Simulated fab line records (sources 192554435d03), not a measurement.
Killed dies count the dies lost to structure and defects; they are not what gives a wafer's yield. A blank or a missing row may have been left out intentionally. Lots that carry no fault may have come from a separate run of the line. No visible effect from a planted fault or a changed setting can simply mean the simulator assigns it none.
Chamber matching / flow n5-finfet / 4 sister chambers for N5_MOL_CONTACT_COAG_ALD_27 on ald-sin-01
The step deposits SiOC, target thk 17 nm, pulse time 1.5 s, time 2720 s. 7 wafers are shown with their chamber, then 7 later ones without.

## EACH WAFER AND ITS CHAMBER
wafer=L074.2; chamber=0; heater-power-w (W)=910; susceptor-temp-C (C)=400.05
wafer=L080.3; chamber=3; heater-power-w (W)=911; susceptor-temp-C (C)=399.81
wafer=L084.2; chamber=2; heater-power-w (W)=904; susceptor-temp-C (C)=400.29
wafer=L084.3; chamber=1; heater-power-w (W)=940; susceptor-temp-C (C)=399.94
wafer=L084.4; chamber=0; heater-power-w (W)=922; susceptor-temp-C (C)=400.10
wafer=L088.2; chamber=2; heater-power-w (W)=905; susceptor-temp-C (C)=400.32
wafer=L088.3; chamber=1; heater-power-w (W)=959; susceptor-temp-C (C)=400.18

## WAFERS WITHOUT THEIR CHAMBER
wafer=L088.5; heater-power-w (W)=917; susceptor-temp-C (C)=400.27
wafer=L092.2; heater-power-w (W)=925; susceptor-temp-C (C)=399.83
wafer=L092.5; heater-power-w (W)=919; susceptor-temp-C (C)=399.83
wafer=L092.6; heater-power-w (W)=921; susceptor-temp-C (C)=400.17
wafer=L093.1; heater-power-w (W)=955; susceptor-temp-C (C)=399.97
wafer=L093.3; heater-power-w (W)=937; susceptor-temp-C (C)=400.04
wafer=L093.6; heater-power-w (W)=932; susceptor-temp-C (C)=400.09

## WHICH CHAMBER EACH WENT THROUGH
wafer=L088.5; from the rows above=can't be placed: 2 or 0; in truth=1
wafer=L092.2; from the rows above=can't be placed: 3 or 0 or 1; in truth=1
wafer=L092.5; from the rows above=can't be placed: 3 or 0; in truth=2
wafer=L092.6; from the rows above=can't be placed: 0 or 2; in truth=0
wafer=L093.1; from the rows above=1; in truth=1
wafer=L093.3; from the rows above=can't be placed: 1 or 0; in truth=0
wafer=L093.6; from the rows above=can't be placed: 0 or 1 or 3 or 2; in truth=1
Correct placement for 1 of the 7. Can't be placed from these rows: 6 (the true chamber is among the candidates in 4). Placed wrongly: 0.
How it was worked out, from the rows above alone: a wafer's distance from a chamber is the root of the sum, over the readings, of the square of ((its reading less the chamber's mean) divided by the reading's scatter). The wafer belongs to the nearest chamber; if the next one is less than 2 further off, it can't be placed. For every chamber, the mean is computed from those of its wafers that are shown. How the scatter is found: for the shown wafers, subtract from each reading the mean of its chamber, square and add these, divide the total by (wafers less chambers), then take the root.
